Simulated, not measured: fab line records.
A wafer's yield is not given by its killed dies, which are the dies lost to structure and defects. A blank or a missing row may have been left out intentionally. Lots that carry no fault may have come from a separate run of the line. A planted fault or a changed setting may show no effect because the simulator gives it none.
fab line records :: flow n5-finfet
record
  lots=4
  wafers=12
  last-day=16
route steps=1938 shown BEOL_M11@1582 BEOL_M12@1602 PASSIVATION@1936
lots that met no fault: taken from a fault-free run of the same line
start-h: hours from the record's first day to the start of the lot's first wafer shown :: wait-h: time in hours since the lot's previous step :: " repeats the value in the row above :: L1.1+2: one row covering several wafers at once :: - no value, or no start was given :: * or withheld: withheld :: < > ~ a bound
route shown NAME@n: a module of which the file shows steps, and the number in the route of the first :: usual: average and standard deviation across the fault-free wafers :: same: alike in all rows :: chamber/n: place in a boat :: sites: each site's reading :: _std_site: the values' standard deviation :: _edge_site: mean of outer sites minus mean of inner sites :: radius-mm: how far each site lies from the wafer's centre :: mask NAME#n: copy n :: behind: the last tool/chamber to shape the wafer :: hold: why the lot went on hold/how many hours it stayed there/how the hold came to an end :: device: transistor that didn't switch, given as n, p or np :: end of line: the route-end tests of the same wafers :: a step without rows: its recipe alone :: killed: at the first sort, the dies lost to defects and structure; wafer yield is something else :: map: a wafer's dies, marking killed ones x, the rest . and places with no die _
set.NAME: setting as actually run; set.NAME@STEP: the setting as run at that earlier step :: model.NAME: the simulator's own value behind a step, which no gauge read
lots at some steps of the route; a table a step, a row a wafer
## steps
# step N5_BEOL_M11_HM_STRIP_39
# recipe
  chemistry=peroxide-tin-strip
  material=TiN
  target-depth-a=250
  temp-c=50
  time-s=158
# step N5_BEOL_M11_SRD_40
# recipe
  time-s=30
  temp-c=23
  rinse-liquid=diw
  dry=ipa-marangoni
# step N5_BEOL_M11_PRECLEAN_42
# recipe
  chemistry=residue-remover
  time-s=60
  temp-c=40
# step N5_BEOL_M11_SRD_43
# recipe
  time-s=30
  temp-c=23
  rinse-liquid=diw
  dry=ipa-marangoni
# step N5_BEOL_M11_CURE_72
# recipe
  temp-c=370
  time-s=120
  ambient=DMADMS/He
  material=SiCOH_lowk
# step N5_BEOL_M11_DEGAS_44
# recipe
  ambient=vacuum
  temp-c=250
  time-s=60
# step N5_BEOL_M11_PRE_CLEAN_45
# recipe
  gas=H2/He
  time-s=30
  temp-c=250
# step N5_BEOL_M11_ALD_74
# recipe
  material=TaN
  target-thk-a=20
  temp-c=275
  ald-precursor-family=PDMAT
  ald-co-reactant=NH3
  pressure-torr=3
  carrier-flow-sccm=1500
  pulse-time-s=2
  purge-time-s=3
  co-reactant-purge-time-s=2
  co-reactant-pulse-time-s=3
  ald-cycles=40
  precursor-vessel-temp-c=75
  precursor-vessel-pressure-torr=26.25
  precursor-vessel-carrier-sccm=1000
# step N5_BEOL_M11_SURFACE_TREAT_76
# recipe
  gas=Ar
  time-s=*
  ion-energy-ev=*
  ion-current-ma-cm2=0.5
  pressure-mtorr=*
  ar-flow-sccm=30
# step N5_BEOL_M11_CVD_75
# recipe
  material=Co
  target-thk-a=20
  temp-c=withheld
  precursor=CCTBA/H2
  pressure-torr=30
  time-s=138.9
# step N5_BEOL_M11_SPUTTER_48
# recipe
  material=Cu
  target-thk-a=120
  temp-c=-20
  bias-v=60
  power-w=26000
  chamber-pressure-pa=0.13
  time-s=2
# usual
  throttle-valve-pct=30.3/1.3
lot.wafer: L797.1
tool: pvd-sputter-03
chamber: -
start-h: 224.55
wait-h: 0.1
throttle-valve-pct: 29.5

lot.wafer: L797.5
tool: pvd-sputter-03
chamber: -
start-h: 224.55
wait-h: 0.1
throttle-valve-pct: 32.2

lot.wafer: L797.6
tool: pvd-sputter-03
chamber: -
start-h: 224.55
wait-h: 0.1
throttle-valve-pct: 30.2

lot.wafer: L808.1
tool: pvd-sputter-03
chamber: -
start-h: 302.75
wait-h: 0.1
throttle-valve-pct: 28.4

lot.wafer: L808.4
tool: pvd-sputter-03
chamber: -
start-h: 302.75
wait-h: 0.1
throttle-valve-pct: 30.2

lot.wafer: L808.5
tool: pvd-sputter-03
chamber: -
start-h: 302.75
wait-h: 0.1
throttle-valve-pct: 29.5

lot.wafer: L811.3
tool: pvd-sputter-03
chamber: -
start-h: 305.67
wait-h: 0.1
throttle-valve-pct: 28.2

lot.wafer: L811.4
tool: pvd-sputter-03
chamber: -
start-h: 305.67
wait-h: 0.1
throttle-valve-pct: 29.4

lot.wafer: L811.6
tool: pvd-sputter-03
chamber: -
start-h: 305.67
wait-h: 0.1
throttle-valve-pct: 30.3

lot.wafer: L815.3
tool: pvd-sputter-01
chamber: -
start-h: 350.18
wait-h: 0.1
throttle-valve-pct: 29.2

lot.wafer: L815.4
tool: pvd-sputter-01
chamber: -
start-h: 350.18
wait-h: 0.1
throttle-valve-pct: 31.6

lot.wafer: L815.6
tool: pvd-sputter-01
chamber: -
start-h: 350.18
wait-h: 0.1
throttle-valve-pct: 31.1
# step N5_BEOL_M11_ECD_50
# recipe
  material=Cu
  target-thk-a=3180
# step N5_BEOL_M11_ANNEAL_51
# recipe
  temp-c=225
  time-s=90
  ambient=N2
# step N5_BEOL_M11_CMP_52
# recipe
  stop-on=SiCOH_lowk
  t-overpolish-s=7
  down-force-psi=1
  platen-rpm=50
  clearing-platen-down-force-psi=1.5
  clearing-platen-rpm=50
  post-cmp-clean=cu-alkaline
  target-thk-nm=140
  clearing-platen-pad-velocity-m-s=0.99484
  pad-velocity-m-s=0.99484
# step N5_BEOL_M11_PRE_CLEAN_55
# recipe
  gas=NH3
  time-s=15
  temp-c=withheld
  rf-power-w=300
# step N5_BEOL_M11_DEP_56
# recipe
  material=SiCN
  target-thk-a=300
  temp-c=withheld
  precursor=3MS/NH3
  pressure-torr=3
  rf-w=675
  time-s=10.5
# step N5_BEOL_M12_ILD_DEP_00
# recipe
  material=SiOC
  target-thk-a=6589.2
  temp-c=350
  precursor=DEMS/O2
  pressure-torr=5
  rf-w=500
  time-s=130.7
# step N5_BEOL_M12_COAT_58
# recipe
  resist=BARC
  temp-c=205
  time-s=60
  spin-rpm=1500
  resist-thk-nm=89
# step N5_BEOL_M12_COAT_04
# recipe
  spin-rpm=1625
  resist-thk-nm=400
# step N5_BEOL_M12_EBR_06
# recipe
  solvent=PGMEA
  ebr-width-mm=1.5
# step N5_BEOL_M12_SOFTBAKE_05
# recipe
  temp-c=130
  time-s=60
# step N5_BEOL_M12_EXPOSE_07
# recipe
  mask-id=V11
  na=0.93
  source-shape=conventional
  sigma-outer=0.6
  polarization=unpolarized
  attpsm-phase-deg=180
  dose-mj=32.5
# step N5_BEOL_M12_PEB_08
# recipe
  peb-temp-c=130
  peb-time-s=90
# step N5_BEOL_M12_DEVELOP_09
# recipe
  develop-time-s=45
  rinse-liquid=diw
  dry=air-spin
  dev-temp-c=21
# step N5_BEOL_M12_HARDBAKE_14
# recipe
  temp-c=130
  time-s=120
# step N5_BEOL_M12_DESCUM_15
# recipe
  chemistry=O2
  time-s=7.9
  source-power-w=50
  bias-power-w=20
  pressure-mtorr=20
  rf-frequency-hz=2.712e+07
  temp-c=40
  o2-flow-sccm=225
# step N5_BEOL_M12_ETCH_59
# recipe
  chemistry=N2/H2
  target=BARC
  target-depth-a=890
  overetch-a=267
  time-s=67.9
  ion-energy-ev=200
  pressure-mtorr=30
  source-w=840
  bias-w=150
  n2-flow-sccm=200
  h2-flow-sccm=200
# step N5_BEOL_M12_VIA_ETCH_16
# recipe
  chemistry=C4F8/O2/Ar
  target=SiOC
  pressure-mtorr=30
  source-w=3000
  bias-w=700
  Ar_flow_sccm=400
  C4F8_flow_sccm=15
  O2_flow_sccm=8
  he-inner-torr=15
  he-outer-torr=30
  target-depth-a=7248
  time-s=withheld
  ion-energy-ev=250
  ends=cleared
# step N5_BEOL_M12_STRIP_63
# recipe
  chemistry=N2/H2
  power-w=1000
  temp-c=250
  h2-frac=0.65
  overash-fraction=0.3
  pressure-mtorr=1000
  n2-flow-sccm=1750
  h2-flow-sccm=3250
# step N5_BEOL_M12_STRIP_64
# recipe
  chemistry=N2/H2
  power-w=1000
  temp-c=250
  h2-frac=0.65
  overash-fraction=0.3
  pressure-mtorr=withheld
  n2-flow-sccm=1750
  h2-flow-sccm=3250
# step N5_BEOL_M12_STRIP_71
# recipe
  chemistry=post-etch-residue-remover
  time-s=60
  temp-c=25
  remover-ph=withheld
  remover-water-wt-pct=withheld
  remover-fluoride-wt-pct=withheld
# step N5_BEOL_M12_SRD_72
# recipe
  time-s=30
  temp-c=23
  rinse-liquid=diw
  dry=n2-spin
  spin-rpm=1500
  dry-time-s=30
# step N5_PASSIVATION_PROBE_49
# usual
  defect-limited-yield=91.4/1.4
  killed_at_M0_to_M3=31/10
  killed_at_M4_up=14/5.6
  killed-at-contacts=13/6.3
  killed-at-front-end=39/10
  killed-at-other=4/3.1
  killed-dies=101/16
  killed-on-rim=13/3.9
  killed-open=65/13
  killed-short=34/7.2
  sort_bin_5_function=5.1/0.88
  sort_bin_6_memory=3.2/0.66
  sort-n-pass=1079/16
  sort-yield-pct=91.4/1.4
# same
  gross-dies=1180
  killed-at-back-side=0
  sort_bin_4_leakage[%]=0
  sort_bin_8_speed[%]=0
lot.wafer: L797.1
tool: prober-01
chamber: -
start-h: 274.66
wait-h: 0.0
defect-limited-yield[%]: 91.7
killed_at_M0_to_M3: 19
killed_at_M4_up: 13
killed-at-contacts: 17
killed-at-front-end: 43
killed-at-other: 6
killed-dies: 98
killed-on-rim: 13
killed-open: 68
killed-short: 30
sort_bin_5_function[%]: 4.7
sort_bin_6_memory[%]: 3.0
sort-n-pass: 1082
sort-yield-pct[%]: 91.7

lot.wafer: L797.5
tool: prober-01
chamber: -
start-h: 274.86
wait-h: 0.2
defect-limited-yield[%]: 91.0
killed_at_M0_to_M3: 39
killed_at_M4_up: 11
killed-at-contacts: 11
killed-at-front-end: 43
killed-at-other: 2
killed-dies: 106
killed-on-rim: 16
killed-open: 67
killed-short: 39
sort_bin_5_function[%]: 4.7
sort_bin_6_memory[%]: 4.0
sort-n-pass: 1074
sort-yield-pct[%]: 91.0

lot.wafer: L797.6
tool: prober-01
chamber: -
start-h: 274.91
wait-h: 0.3
defect-limited-yield[%]: 91.9
killed_at_M0_to_M3: 38
killed_at_M4_up: 4
killed-at-contacts: 7
killed-at-front-end: 42
killed-at-other: 4
killed-dies: 95
killed-on-rim: 7
killed-open: 62
killed-short: 33
sort_bin_5_function[%]: 5.3
sort_bin_6_memory[%]: 2.5
sort-n-pass: 1085
sort-yield-pct[%]: 91.9

lot.wafer: L808.1
tool: prober-01
chamber: -
start-h: 340.80
wait-h: 0.0
defect-limited-yield[%]: 82.6
killed_at_M0_to_M3: 41
killed_at_M4_up: 109
killed-at-contacts: 7
killed-at-front-end: 48
killed-at-other: 0
killed-dies: 205
killed-on-rim: 35
killed-open: 64
killed-short: 35
sort_bin_5_function[%]: 11.4
sort_bin_6_memory[%]: 3.9
sort-n-pass: 975
sort-yield-pct[%]: 82.6

lot.wafer: L808.4
tool: prober-01
chamber: -
start-h: 340.95
wait-h: 0.2
defect-limited-yield[%]: 86.3
killed_at_M0_to_M3: 26
killed_at_M4_up: 81
killed-at-contacts: 15
killed-at-front-end: 37
killed-at-other: 3
killed-dies: 162
killed-on-rim: 26
killed-open: 67
killed-short: 30
sort_bin_5_function[%]: 8.7
sort_bin_6_memory[%]: 3.5
sort-n-pass: 1018
sort-yield-pct[%]: 86.3

lot.wafer: L808.5
tool: prober-01
chamber: -
start-h: 341.00
wait-h: 0.2
defect-limited-yield[%]: 86.2
killed_at_M0_to_M3: 36
killed_at_M4_up: 61
killed-at-contacts: 9
killed-at-front-end: 54
killed-at-other: 3
killed-dies: 163
killed-on-rim: 25
killed-open: 66
killed-short: 44
sort_bin_5_function[%]: 7.8
sort_bin_6_memory[%]: 4.0
sort-n-pass: 1017
sort-yield-pct[%]: 86.2

lot.wafer: L811.3
tool: prober-02
chamber: -
start-h: 351.11
wait-h: 0.1
defect-limited-yield[%]: 84.5
killed_at_M0_to_M3: 18
killed_at_M4_up: 110
killed-at-contacts: 15
killed-at-front-end: 39
killed-at-other: 1
killed-dies: 183
killed-on-rim: 29
killed-open: 54
killed-short: 31
sort_bin_5_function[%]: 10.1
sort_bin_6_memory[%]: 3.2
sort-n-pass: 997
sort-yield-pct[%]: 84.5

lot.wafer: L811.4
tool: prober-02
chamber: -
start-h: 351.16
wait-h: 0.2
defect-limited-yield[%]: 87.3
killed_at_M0_to_M3: 25
killed_at_M4_up: 68
killed-at-contacts: 9
killed-at-front-end: 46
killed-at-other: 2
killed-dies: 150
killed-on-rim: 31
killed-open: 60
killed-short: 32
sort_bin_5_function[%]: 7.8
sort_bin_6_memory[%]: 3.1
sort-n-pass: 1030
sort-yield-pct[%]: 87.3

lot.wafer: L811.6
tool: prober-02
chamber: -
start-h: 351.26
wait-h: 0.3
defect-limited-yield[%]: 87.1
killed_at_M0_to_M3: 27
killed_at_M4_up: 79
killed-at-contacts: 13
killed-at-front-end: 26
killed-at-other: 7
killed-dies: 152
killed-on-rim: 28
killed-open: 69
killed-short: 23
sort_bin_5_function[%]: 8.1
sort_bin_6_memory[%]: 3.6
sort-n-pass: 1028
sort-yield-pct[%]: 87.1

lot.wafer: L815.3
tool: prober-02
chamber: -
start-h: 391.88
wait-h: 0.1
defect-limited-yield[%]: 91.8
killed_at_M0_to_M3: 26
killed_at_M4_up: 20
killed-at-contacts: 10
killed-at-front-end: 37
killed-at-other: 4
killed-dies: 97
killed-on-rim: 11
killed-open: 67
killed-short: 28
sort_bin_5_function[%]: 4.3
sort_bin_6_memory[%]: 3.4
sort-n-pass: 1083
sort-yield-pct[%]: 91.8

lot.wafer: L815.4
tool: prober-02
chamber: -
start-h: 391.93
wait-h: 0.2
defect-limited-yield[%]: 93.6
killed_at_M0_to_M3: 29
killed_at_M4_up: 13
killed-at-contacts: 7
killed-at-front-end: 25
killed-at-other: 1
killed-dies: 75
killed-on-rim: 9
killed-open: 49
killed-short: 25
sort_bin_5_function[%]: 3.4
sort_bin_6_memory[%]: 2.8
sort-n-pass: 1105
sort-yield-pct[%]: 93.6

lot.wafer: L815.6
tool: prober-02
chamber: -
start-h: 392.03
wait-h: 0.3
defect-limited-yield[%]: 91.9
killed_at_M0_to_M3: 27
killed_at_M4_up: 19
killed-at-contacts: 6
killed-at-front-end: 38
killed-at-other: 6
killed-dies: 96
killed-on-rim: 10
killed-open: 54
killed-short: 38
sort_bin_5_function[%]: 4.4
sort_bin_6_memory[%]: 3.4
sort-n-pass: 1084
sort-yield-pct[%]: 91.9
# killed by level:class
L797.1 MOL_CONTACT_COAG:geometric-particle:open=14 STI_FIN_REVEAL:geometric-particle:open=11 BEOL_M4:geometric-particle:open=9 FIN_SAQP:geometric-particle:open=7 FIN_SAQP:geometric-particle:short=6 DUMMY_GATE:geometric-particle:open=5 BEOL_M0_SAQP:geometric-particle:short=5 BEOL_M3:geometric-particle:open=5
L797.5 BEOL_M3:geometric-particle:open=10 MOL_CONTACT_COAG:geometric-particle:open=9 BEOL_M1:geometric-particle:open=8 FIN_SAQP:geometric-particle:short=7 STI_FIN_REVEAL:geometric-particle:open=6 STI_FIN_REVEAL:geometric-particle:short=6 FIN_SAQP:geometric-particle:open=5 BEOL_M0_SAQP:geometric-particle:short=5
L797.6 BEOL_M3:geometric-particle:open=11 FIN_SAQP:geometric-particle:open=10 BEOL_M0_SAQP:geometric-particle:open=10 STI_FIN_REVEAL:geometric-particle:open=9 BEOL_M0_SAQP:geometric-particle:short=8 FIN_SAQP:geometric-particle:short=7 MOL_CONTACT_COAG:geometric-particle:open=6 STI_FIN_REVEAL:geometric-particle:short=4
L808.1 BEOL_M11:unspecified=104 FIN_SAQP:geometric-particle:open=13 BEOL_M0_SAQP:geometric-particle:open=12 FIN_SAQP:geometric-particle:short=9 BEOL_M0_SAQP:geometric-particle:short=8 BEOL_M3:geometric-particle:open=7 BEOL_M2:geometric-particle:open=7 GATE_CUT:geometric-particle:short=5
L808.4 BEOL_M11:unspecified=65 MOL_CONTACT_COAG:geometric-particle:open=13 BEOL_M4:geometric-particle:open=10 GATE_CUT:geometric-particle:short=7 STI_FIN_REVEAL:geometric-particle:open=6 BEOL_M1:geometric-particle:open=6 FIN_SAQP:geometric-particle:open=5 DUMMY_GATE:geometric-particle:open=5
L808.5 BEOL_M11:unspecified=53 FIN_SAQP:geometric-particle:short=11 GATE_CUT:geometric-particle:short=10 STI_FIN_REVEAL:geometric-particle:open=10 BEOL_M0_SAQP:geometric-particle:open=9 BEOL_M0_SAQP:geometric-particle:short=8 FIN_SAQP:geometric-particle:open=6 GATE_CUT:geometric-particle:open=6
L811.3 BEOL_M11:unspecified=97 MOL_CONTACT_COAG:geometric-particle:open=12 FIN_SAQP:geometric-particle:short=10 BEOL_M1:geometric-particle:open=7 STARTING-WAFER:geometric-particle:open=6 STI_FIN_REVEAL:geometric-particle:open=5 STARTING-WAFER:geometric-particle:short=5 BEOL_M4:geometric-particle:open=5
L811.4 BEOL_M11:unspecified=51 FIN_SAQP:geometric-particle:short=15 FIN_SAQP:geometric-particle:open=9 MOL_CONTACT_COAG:geometric-particle:open=7 GATE_CUT:geometric-particle:open=6 GATE_CUT:geometric-particle:short=5 BEOL_M3:geometric-particle:open=5 BEOL_M1:geometric-particle:open=4
L811.6 BEOL_M11:unspecified=59 MOL_CONTACT_COAG:geometric-particle:open=12 STI_FIN_REVEAL:geometric-particle:open=11 BEOL_M0_SAQP:geometric-particle:short=9 BEOL_M2:geometric-particle:open=8 BEOL_M0_SAQP:geometric-particle:open=7 BEOL_M4:geometric-particle:open=7 BEOL_M5:geometric-particle:open=6
L815.3 BEOL_M4:geometric-particle:open=13 FIN_SAQP:geometric-particle:short=12 MOL_CONTACT_COAG:geometric-particle:open=10 FIN_SAQP:geometric-particle:open=9 STI_FIN_REVEAL:geometric-particle:open=8 BEOL_M2:geometric-particle:open=8 BEOL_M3:geometric-particle:open=5 DUMMY_GATE:geometric-particle:open=3
L815.4 BEOL_M4:geometric-particle:open=7 BEOL_M3:geometric-particle:open=7 FIN_SAQP:geometric-particle:short=6 BEOL_M0_SAQP:geometric-particle:open=6 MOL_CONTACT_COAG:geometric-particle:open=5 BEOL_M0_SAQP:geometric-particle:short=4 BEOL_M0:geometric-particle:open=4 STARTING-WAFER:geometric-particle:open=4
L815.6 BEOL_M4:geometric-particle:open=8 BEOL_M0_SAQP:geometric-particle:short=8 FIN_SAQP:geometric-particle:open=7 FIN_SAQP:geometric-particle:short=5 MOL_CONTACT_COAG:geometric-particle:open=5 BEOL_M0_SAQP:geometric-particle:open=5 BEOL_M3:geometric-particle:open=5 GATE_CUT:geometric-particle:short=4
# map L808.1 (x killed, . not)
_________________.x.x..xxxxxx________________
______________.......x.xxxxxxxxx_____________
___________.........xxx.xxxxxxxxxxx__________
__________.x.........x.xxxxxxxxxxxxx_________
________..............xxxxxxxxxxxxxxx._______
_______..............xxxxxxxxxxxxxx.x..______
______...x....x.x..x.x.xxxxxxxxxxxxx.x.x_____
_____..................x.x.xxxxxxx.......____
____......................xx.xxxx.xx.x....___
___..x...........x.x.x.......x..x..x...x...__
___.....x.....x.................x....x....x__
__..........x....x................x........x_
__.........................x............x..._
_x.........x...x.x..x...x...........x..xx..xx
_...x........x..................x............
_.....xx.......x.........x.......x...........
_x..x..............xx.........x..............
_..x.x.......x.....x.......xx................
_.......................x..x..........x....x.
_xx..................x......xx...............
_..x............x...................x........
__....................................x....._
__....................x....................._
___..........x...................x.........__
___...........x....................x..xx...__
____.x................x......x...x........___
_____....x........x.......x..............____
______....x..........................x.._____
_______............................x...______
________x.x..x.........x.............._______
__________.......x.................._________
___________....x.......x...........__________
______________............x....x_____________
_________________.......x...x________________
# map L811.3 (x killed, . not)
_________________x.x...xx.xxx________________
______________.x.......xxxxxxxxx_____________
___________.xx.......x.xxxxxxxxxxxx__________
__________...x......x.xxxxxxxxxxxxxx_________
________............x.xxxxxxxxxxxxx.x._______
_______.x..x........xxxxxxxxxxxxxxx....______
______.........x........xxxxxxxxxxx..x.._____
_____x...................xxxxxxxxxx..xx..____
____..x.x.............xx.xxx.x...x.x......___
___......x.............x.......x.x.....x.x.__
___..........xxx...........................__
__....x.x............................xx....._
__....x.............xx.....................x_
_.............x...........x....x.............
_..........x.....x...........................
_...................x.........x..............
_x.................x.....................x...
_x............x..........x........xx.......x.
_................................x...........
_.....x..................x....x..........x...
_....................................x.......
__.x.....x.x................xx.............._
__....................x....................._
___.....xx..................x..............__
___.........x......x.x.....................__
____.............x......x.................___
_____x...........x.......................____
______........................x.....x..._____
_______...........x..x...........xx....______
________.............................._______
__________.....................x...._________
___________........x..x............__________
______________...x.xx..........._____________
_________________............________________
## key
first-sign
  step=N5_PASSIVATION_PROBE_49
  reading=killed_at_M4_up
  direction=up
  sigmas=13
  usual=14
  struck=85
effect
  step=N5_PASSIVATION_PROBE_49
  reading=defect-limited-yield
  direction=down
  sigmas=4.2
  usual=91.4
  struck=85.7
more-kills-born-at
  N5_BEOL_M11_SPUTTER_48@pvd-sputter-03=429
met-at N5_BEOL_M11_SPUTTER_48
struck-wafers L808.1,L808.4,L808.5,L811.3,L811.4,L811.6
onset-between 224.55 302.75
fault
  kind=chamber-particle-source
  tool=pvd-sputter-03
  chamber=-
  onset-h=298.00
  steps=N5_BEOL_M11_SPUTTER_48
  rate-per-visit-cm2=0.89302
  end-h=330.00
